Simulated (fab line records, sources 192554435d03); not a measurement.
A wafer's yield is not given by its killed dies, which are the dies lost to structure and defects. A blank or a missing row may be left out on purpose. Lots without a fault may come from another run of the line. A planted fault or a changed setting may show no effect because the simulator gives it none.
fab line records	flow n5Finfet
[record] lots = 6	wafers = 16	lastDay = 17
route steps=1938 shown BEOL_M12@1639 PASSIVATION@1936
lots that met no fault: taken from a fault-free run of the same line
startH: hours from the record's opening day to when the first of the lot's shown wafers began	waitH: hours from the lot's prior step to this one	" as in the row above	L1.1+2: a row that stands for several wafers	- value missing, or start not given	* or withheld: withheld	< > ~ a bound
route shown NAME@n: a module of which the file shows steps, and the number in the route of the first	usual: mean/standard deviation of fault-free wafers	same: alike in all rows	chamber/n: place in a boat	sites: readings site by site	_std_site: the standard deviation of these	_edge_site: the outer-site mean with the inner-site mean subtracted	radiusMm: for every site, how far away it sits from the centre of the wafer	mask NAME#n: copy n	behind: the tool/chamber that last shaped the wafer	hold: what put the lot on hold/how long, in hours/how the hold closed	device: transistor that didn't switch, given as n, p or np	end of line: tests run on the same wafers once the route is complete	for a step that has no rows: nothing shown but its recipe	killed: dies that structure and defects cost at the first sort, which is not the same as the wafer's yield	map: a wafer's dies, marking killed ones x, the rest . and places with no die _
set.NAME: the setting that was run; set.NAME@STEP: the one run at that earlier step	model.NAME: the simulator's own value behind a step, which no gauge read
a table for each step, a row for each wafer; lots at some steps of the route
services: a tool's chamber out of use, with start hour (startH, from the record's first day; less than 0 if before it), hours out, and reason
[[steps]]
[step N5_BEOL_M12_TRENCH_ETCH_34]
[recipe] chemistry = C4F8/O2/Ar	target = SiOC	targetDepthA = 3189.5	maskMaterial = SOC	pressureMtorr = 30	sourceW = 3000	biasW = 700	Ar_flow_sccm = 400	C4F8_flow_sccm = 15	O2_flow_sccm = 8	heInnerTorr = 15	heOuterTorr = 30	timeS = 125.5	ionEnergyEv = 250
[step N5_BEOL_M12_STRIP_70]
[recipe] chemistry = C4F8/O2/Ar	resist = SiARC	rfFrequencyHz = 6e+07
[step N5_BEOL_M12_OCD_MEAS_35]
[usual] trenchDepthNm = 322/4.9
lot.wafer	tool	chamber	startH	waitH	trenchDepthNm
L787.1	ocd-02	-	233.09	0.0	323
L787.4	"	-	"	"	321
L787.5	"	-	"	"	325
L794.4	ocd-01	-	287.77	0.0	323
L794.6	"	-	"	"	322
L798.1	ocd-01	-	304.57	0.0	323
L798.3	"	-	"	"	314
L798.5	"	-	"	"	326
L799.2	ocd-01	-	307.09	0.0	330
L799.4	"	-	"	"	325
L799.5	"	-	"	"	323
L804.2	ocd-01	-	353.69	0.0	328
L804.6	"	-	"	"	325
L806.1	ocd-01	-	368.59	0.0	328
L806.4	"	-	"	"	322
L806.6	"	-	"	"	322
[step N5_BEOL_M12_STRIP_37]
[recipe] chemistry = N2/H2	powerW = 1000	tempC = 250	h2Frac = 0.65	overashFraction = 0.3	pressureMtorr = withheld	n2FlowSccm = 1750	h2FlowSccm = 3250
[usual] drypumpMotorCurrentA = 5.6/0.3	heaterPowerW = 340/34	oesProductAu = 0.790/0.011
lot.wafer	tool	chamber	startH	waitH	drypumpMotorCurrentA	heaterPowerW	oesProductAu	rfHoursCounterH
L787.1	plasmaAsher-01	1	233.13	0.0	5.4	357	0.800	110
L787.4	"	1	"	"	5.4	355	0.799	-
L787.5	"	0	"	"	5.3	374	0.806	-
L794.4	plasmaAsher-01	1	287.83	0.1	5.4	352	0.786	-
L794.6	"	1	"	"	5.4	346	0.779	-
L798.1	plasmaAsher-02	0	304.61	0.0	6.0	277	0.767	85
L798.3	"	1	"	"	5.8	347	0.800	-
L798.5	"	1	"	"	5.8	352	0.783	-
L799.2	plasmaAsher-02	0	307.13	0.0	6.0	285	0.795	85
L799.4	"	1	"	"	5.8	344	0.800	-
L799.5	"	0	"	"	6.0	288	0.782	-
L804.2	plasmaAsher-02	0	353.73	0.0	6.0	286	0.784	96
L804.6	"	1	"	"	5.8	344	0.798	-
L806.1	plasmaAsher-01	1	368.62	0.0	5.4	345	0.813	135
L806.4	"	1	"	"	5.4	348	0.796	-
L806.6	"	1	"	"	5.4	359	0.788	-
[step N5_BEOL_M12_ETCH_38]
[recipe] chemistry = CF4/N2	target = SiCN	targetDepthA = 687	taperDeg = 2	timeS = 73.4	ionEnergyEv = 150	maskMaterial = SiO2	pressureMtorr = 40	sourceW = 430	biasW = 70	Ar_flow_sccm = 100	cf4FlowSccm = 60	n2FlowSccm = 60
[usual] drypumpMotorCurrentA = 5.7/0.41	mfcArSccm = 100.0/0.31	oesProductAu = 0.83/0.065	rfVppV = 383.0/1.8	showerheadPlenumPTorr = 2.23/0.064	throttleValvePct = 15.35/0.26
lot.wafer	tool	chamber	startH	waitH	drypumpMotorCurrentA	mfcArSccm	oesProductAu	rfHoursCounterH	rfVppV	showerheadPlenumPTorr	throttleValvePct
L787.1	rieDiel-03	0	234.78	-	6.1	100.0	0.80	116	381.8	2.21	15.72
L787.4	"	3	"	"	5.6	99.7	0.82	72	382.1	2.23	15.21
L787.5	"	1	"	"	5.6	100.0	0.90	-	385.1	2.33	15.23
L794.4	rieDiel-06	2	289.06	-	5.1	99.5	0.82	68	383.8	2.23	15.04
L794.6	"	1	"	"	6.1	99.5	0.76	-	381.4	2.12	15.44
L798.1	rieDiel-03	0	309.92	-	6.1	99.7	0.77	143	381.7	2.21	15.78
L798.3	"	2	"	"	5.5	99.8	0.85	82	385.1	2.31	15.59
L798.5	"	3	"	"	5.6	99.6	0.79	-	383.3	2.22	15.26
L799.2	rieDiel-06	1	310.60	-	6.1	99.5	0.75	147	379.5	2.12	15.47
L799.4	"	2	"	"	5.1	100.0	0.82	75	383.1	2.23	15.06
L799.5	"	2	"	"	5.1	99.8	0.82	-	381.8	2.23	15.04
L804.2	rieDiel-06	2	354.17	-	5.1	99.4	0.79	94	382.4	2.22	15.09
L804.6	"	1	"	"	6.1	99.6	0.73	-	379.3	2.11	15.51
L806.1	rieDiel-06	2	369.21	-	5.1	100.1	0.79	100	381.2	2.22	15.11
L806.4	"	3	"	"	5.8	99.4	0.80	142	385.2	2.30	15.36
L806.6	"	1	"	"	6.1	100.0	0.73	-	380.0	2.11	15.52
[step N5_BEOL_M12_PRECLEAN_39]
[recipe] chemistry = residueRemover	timeS = 60	tempC = 40
[step N5_BEOL_M12_SRD_40]
[recipe] timeS = 30	tempC = 23	rinseLiquid = diw	dry = n2Spin	spinRpm = 1500	dryTimeS = 30
[step N5_BEOL_M12_DEGAS_41]
[recipe] ambient = vacuum	tempC = 250	timeS = 60
[step N5_BEOL_M12_PRE_CLEAN_42]
[recipe] gas = H2/He	timeS = 30	tempC = 250
[step N5_BEOL_M12_SPUTTER_43]
[recipe] material = TaN	targetThkA = 150	tempC = 50	biasV = 168.6	powerW = 15000	chamberPressurePa = 0.12	timeS = 24.19
[step N5_BEOL_M12_SPUTTER_44]
[recipe] material = Ta	targetThkA = 100	tempC = 50	biasV = 80	powerW = 15000	chamberPressurePa = 0.07	timeS = 16.13
[usual] chamberPressurePa = 0.06998/0.00013	substrateTempC = 50.00/0.12	throttleValvePct = 30.1/0.9
lot.wafer	tool	chamber	startH	waitH	chamberPressurePa	substrateTempC	throttleValvePct
L787.1	pvdSputter-03	-	235.46	0.0	0.06978	50.04	30.1
L787.4	"	-	"	"	0.06993	50.04	29.5
L787.5	"	-	"	"	0.07008	50.08	30.0
L794.4	pvdSputter-02	-	289.86	0.0	0.06968	49.96	29.5
L794.6	"	-	"	"	0.07019	49.97	29.8
L798.1	pvdSputter-03	-	310.40	0.0	0.06993	50.07	31.5
L798.3	"	-	"	"	0.07002	49.82	30.5
L798.5	"	-	"	"	0.06982	50.04	31.7
L799.2	pvdSputter-03	-	312.64	0.0	0.06988	50.20	30.2
L799.4	"	-	"	"	0.07017	49.85	31.7
L799.5	"	-	"	"	0.07012	49.84	31.9
L804.2	pvdSputter-03	-	354.74	0.0	0.0701	49.90	29.9
L804.6	"	-	"	"	0.06995	50.14	30.2
L806.1	pvdSputter-01	-	369.85	0.0	0.06987	49.98	29.7
L806.4	"	-	"	"	0.06985	50.11	30.5
L806.6	"	-	"	"	0.07012	50.07	30.8
[step N5_BEOL_M12_SPUTTER_45]
[recipe] material = Cu	targetThkA = 800	tempC = -20	biasV = 60	powerW = 26000	chamberPressurePa = 0.13	timeS = 13.33
[usual] chamberPressurePa = 0.12996/0.00024	substrateTempC = -19.99/0.1	throttleValvePct = 30.1/0.88
lot.wafer	tool	chamber	startH	waitH	chamberPressurePa	substrateTempC	throttleValvePct
L787.1	pvdSputter-03	-	235.55	0.0	0.12997	-19.80	30.1
L787.4	"	-	"	"	0.12986	-20.01	29.0
L787.5	"	-	"	"	0.13052	-19.92	30.3
L794.4	pvdSputter-02	-	289.94	0.0	0.12986	-20.13	29.5
L794.6	"	-	"	"	0.12978	-19.91	29.3
L798.1	pvdSputter-03	-	310.48	0.0	0.12982	-20.02	31.5
L798.3	"	-	"	"	0.12967	-19.95	30.1
L798.5	"	-	"	"	0.12969	-20.05	31.7
L799.2	pvdSputter-03	-	312.72	0.0	0.12956	-19.80	30.1
L799.4	"	-	"	"	0.1304	-19.98	31.6
L799.5	"	-	"	"	0.13047	-20.00	31.5
L804.2	pvdSputter-03	-	354.82	0.0	0.13034	-20.10	30.1
L804.6	"	-	"	"	0.12976	-20.24	30.4
L806.1	pvdSputter-01	-	369.93	0.0	0.12995	-19.99	29.3
L806.4	"	-	"	"	0.13019	-20.11	30.4
L806.6	"	-	"	"	0.12979	-20.10	31.1
[step N5_BEOL_M12_ECD_47]
[recipe] material = Cu	targetThkA = 7200
lot.wafer	tool	chamber	startH	waitH	model.Cu_of_BEOL_M12_ECD_47.thkNm
L787.1	ecdCu-02	0	235.68	0.1	716.8
L787.4	"	0	"	"	705.8
L787.5	"	1	"	"	723.2
L794.4	ecdCu-02	0	290.10	0.1	709.8
L794.6	"	0	"	"	718.2
L798.1	ecdCu-02	1	310.60	0.1	1222
L798.3	"	0	"	"	718.2
L798.5	"	1	"	"	711
L799.2	ecdCu-02	1	312.84	0.1	702
L799.4	"	1	"	"	1230
L799.5	"	1	"	"	709
L804.2	ecdCu-01	1	354.93	0.1	734
L804.6	"	1	"	"	721.4
L806.1	ecdCu-01	0	370.05	0.1	724
L806.4	"	1	"	"	714.8
L806.6	"	0	"	"	718.6
[step N5_BEOL_M12_ANNEAL_48]
[recipe] tempC = 225	timeS = 90	ambient = N2
[usual] wafer_temp_C_max = 225.87/0.25
lot.wafer	tool	chamber	startH	waitH	wafer_temp_C_max
L787.1	rtpAnneal-01	0	236.29	0.6	226.07
L787.4	"	0	"	"	226.10
L787.5	"	0	"	"	225.74
L794.4	rtpAnneal-02	0	290.53	0.4	225.66
L794.6	"	0	"	"	225.86
L798.1	rtpAnneal-02	0	310.74	0.1	225.97
L798.3	"	0	"	"	226.01
L798.5	"	0	"	"	226.12
L799.2	rtpAnneal-02	0	313.09	0.2	225.36
L799.4	"	0	"	"	225.49
L799.5	"	0	"	"	225.57
L804.2	rtpAnneal-01	0	355.12	0.1	226.07
L804.6	"	0	"	"	225.54
L806.1	rtpAnneal-02	0	370.95	0.9	225.76
L806.4	"	0	"	"	225.59
L806.6	"	0	"	"	225.79
[step N5_PASSIVATION_PROBE_49]
[usual] defectLimitedYield = 91.2/1.5	killed_at_M0_to_M3 = 36/10	killed_at_M4_up = 13/6	killedAtContacts = 11/5.2	killedAtFrontEnd = 40/11	killedAtOther = 3.1/2.9	killedDies = 104/17	killedOpen = 66/12	killedShort = 34/7.7	sort_bin_5_function = 5.1/0.91	sort_bin_6_memory = 3.2/0.67	sort_bin_8_speed = 0.00/0.0074	sortNPass = 1076/17	sortYieldPct = 91.2/1.5
[same] grossDies = 1180	killedAtBackSide = 0	sort_bin_4_leakage[%] = 0
lot.wafer	tool	chamber	startH	waitH	defectLimitedYield[%]	killed_at_M0_to_M3	killed_at_M4_up	killedAtContacts	killedAtFrontEnd	killedAtOther	killedDies	killedOpen	killedShort	sort_bin_5_function[%]	sort_bin_6_memory[%]	sort_bin_8_speed[%]	sortNPass	sortYieldPct[%]
L787.1	prober-01	-	272.58	0.0	92.5	30	12	11	27	8	88	56	31	4.4	2.8	0	1092	92.5
L787.4	prober-01	-	272.73	0.2	89.4	39	18	11	52	5	125	84	35	6.5	3.6	0	1055	89.4
L787.5	prober-01	-	272.78	0.2	88.6	34	15	5	72	8	134	89	43	6.2	4.9	0	1046	88.6
L798.1	prober-02	-	349.31	0.0	92.0	39	10	8	36	1	94	57	37	4.6	3.2	0	1086	92.0
L798.3	prober-02	-	349.41	0.1	91.2	44	11	2	47	0	104	71	30	5.8	2.7	0	1076	91.2
L798.5	prober-02	-	349.51	0.2	91.0	46	9	12	36	3	106	62	44	5.3	3.5	0	1074	91.0
L799.2	prober-02	-	352.96	0.7	93.0	37	6	6	32	2	83	44	34	3.4	3.2	0	1097	93.0
L799.4	prober-02	-	353.06	0.8	91.5	35	7	9	42	7	100	61	35	4.2	3.4	0	1080	91.5
L799.5	prober-02	-	353.11	0.9	92.0	32	10	17	33	2	94	67	25	4.7	2.8	0	1086	92.0
L804.2	prober-01	-	388.72	0.1	91.4	37	6	7	47	4	101	59	40	4.6	3.6	0	1079	91.4
L804.6	prober-01	-	388.92	0.3	89.8	51	2	20	45	2	120	81	37	6.1	3.8	0	1060	89.8
// killed by level:class
L787.1 MOL_CONTACT_COAG:geometricParticle:open=10 FIN_SAQP:geometricParticle:open=8 BEOL_M0_SAQP:geometricParticle:short=7 BEOL_M1:geometricParticle:open=7 DUMMY_GATE:geometricParticle:open=6 BEOL_M1:geometricParticle:short=6 BEOL_M3:geometricParticle:open=4 PAD_METAL:geometricParticle:short=4
L787.4 FIN_SAQP:geometricParticle:open=18 MOL_CONTACT_COAG:geometricParticle:open=11 DUMMY_GATE:geometricParticle:open=10 BEOL_M1:geometricParticle:open=7 BEOL_M1:geometricParticle:short=7 BEOL_M3:geometricParticle:short=7 BEOL_M3:geometricParticle:open=6 BEOL_M5:geometricParticle:open=6
L787.5 FIN_SAQP:geometricParticle:open=33 STI_FIN_REVEAL:geometricParticle:open=10 BEOL_M3:geometricParticle:short=10 BEOL_M1:geometricParticle:short=7 GATE_CUT:geometricParticle:short=6 PAD_METAL:geometricParticle:open=6 FIN_SAQP:geometricParticle:short=5 BEOL_M0_SAQP:geometricParticle:open=5
L798.1 FIN_SAQP:geometricParticle:open=13 BEOL_M0_SAQP:geometricParticle:short=11 FIN_SAQP:geometricParticle:short=10 BEOL_M3:geometricParticle:open=10 STI_FIN_REVEAL:geometricParticle:open=6 BEOL_M0_SAQP:geometricParticle:open=5 MOL_CONTACT_COAG:geometricParticle:open=5 BEOL_M2:geometricParticle:open=5
L798.3 FIN_SAQP:geometricParticle:open=11 BEOL_M3:geometricParticle:open=10 BEOL_M2:geometricParticle:open=10 FIN_SAQP:geometricParticle:short=9 STI_FIN_REVEAL:geometricParticle:open=7 BEOL_M0_SAQP:geometricParticle:short=6 BEOL_M0_SAQP:geometricParticle:open=6 DUMMY_GATE:geometricParticle:open=5
L798.5 BEOL_M0_SAQP:geometricParticle:short=20 BEOL_M0_SAQP:geometricParticle:open=10 MOL_CONTACT_COAG:geometricParticle:open=9 FIN_SAQP:geometricParticle:short=8 FIN_SAQP:geometricParticle:open=6 STI_FIN_REVEAL:geometricParticle:open=6 BEOL_M1:geometricParticle:open=6 GATE_CUT:geometricParticle:short=5
L799.2 BEOL_M3:geometricParticle:open=9 FIN_SAQP:geometricParticle:short=7 BEOL_M0_SAQP:geometricParticle:open=7 BEOL_M0_SAQP:geometricParticle:short=7 MOL_CONTACT_COAG:geometricParticle:open=6 DUMMY_GATE:geometricParticle:open=4 GATE_CUT:geometricParticle:open=4 GATE_CUT:geometricParticle:short=3
L799.4 FIN_SAQP:geometricParticle:short=9 FIN_SAQP:geometricParticle:open=9 MOL_CONTACT_COAG:geometricParticle:open=9 BEOL_M0_SAQP:geometricParticle:short=8 GATE_CUT:geometricParticle:short=7 BEOL_M3:geometricParticle:open=7 BEOL_M2:geometricParticle:open=7 DUMMY_GATE:geometricParticle:open=6
L799.5 MOL_CONTACT_COAG:geometricParticle:open=16 BEOL_M3:geometricParticle:open=8 BEOL_M0_SAQP:geometricParticle:short=7 FIN_SAQP:geometricParticle:open=6 BEOL_M0_SAQP:geometricParticle:open=6 BEOL_M4:geometricParticle:open=6 FIN_SAQP:geometricParticle:short=5 DUMMY_GATE:geometricParticle:open=5
L804.2 FIN_SAQP:geometricParticle:open=12 FIN_SAQP:geometricParticle:short=11 BEOL_M0_SAQP:geometricParticle:short=10 BEOL_M0_SAQP:geometricParticle:open=9 BEOL_M3:geometricParticle:open=8 STARTING-WAFER:geometricParticle:short=8 DUMMY_GATE:geometricParticle:open=7 MOL_CONTACT_COAG:geometricParticle:open=6
L804.6 MOL_CONTACT_COAG:geometricParticle:open=18 BEOL_M0_SAQP:geometricParticle:open=16 FIN_SAQP:geometricParticle:open=14 BEOL_M0_SAQP:geometricParticle:short=10 FIN_SAQP:geometricParticle:short=9 BEOL_M2:geometricParticle:open=9 BEOL_M1:geometricParticle:open=5 BEOL_M3:geometricParticle:open=5
[[services]]
tool	chamber	startH	hours	kind
rtpAnneal-02	-	236.21	4.7	pm
rieDiel-03	2	246.73	2.6	repair
pvdSputter-01	-	265.60	4.9	repair
pvdSputter-02	-	306.05	1.9	repair
rieDiel-06	-	307.32	2.8	pm
plasmaAsher-01	-	309.25	10.4	repair
pvdSputter-03	-	352.94	1.0	repair
[[key]]
firstSign none at tools or gauges
[modelEffect] step = N5_BEOL_M12_ECD_47	value = Cu_of_BEOL_M12_ECD_47.thkNm	without = 709	struck = 1226
metAt N5_BEOL_M12_ECD_47
struckWafers L798.1,L799.4
onsetBetween 290.10 310.60
[fault] kind = processParameterDrift	tool = ecdCu-02	chamber = -	onsetH = 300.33	steps = N5_BEOL_M12_ECD_47	channel = targetThkA	offset = *	shape = step	endH = 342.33	scope = struckWafersOnly	actsIn = *	stated = *
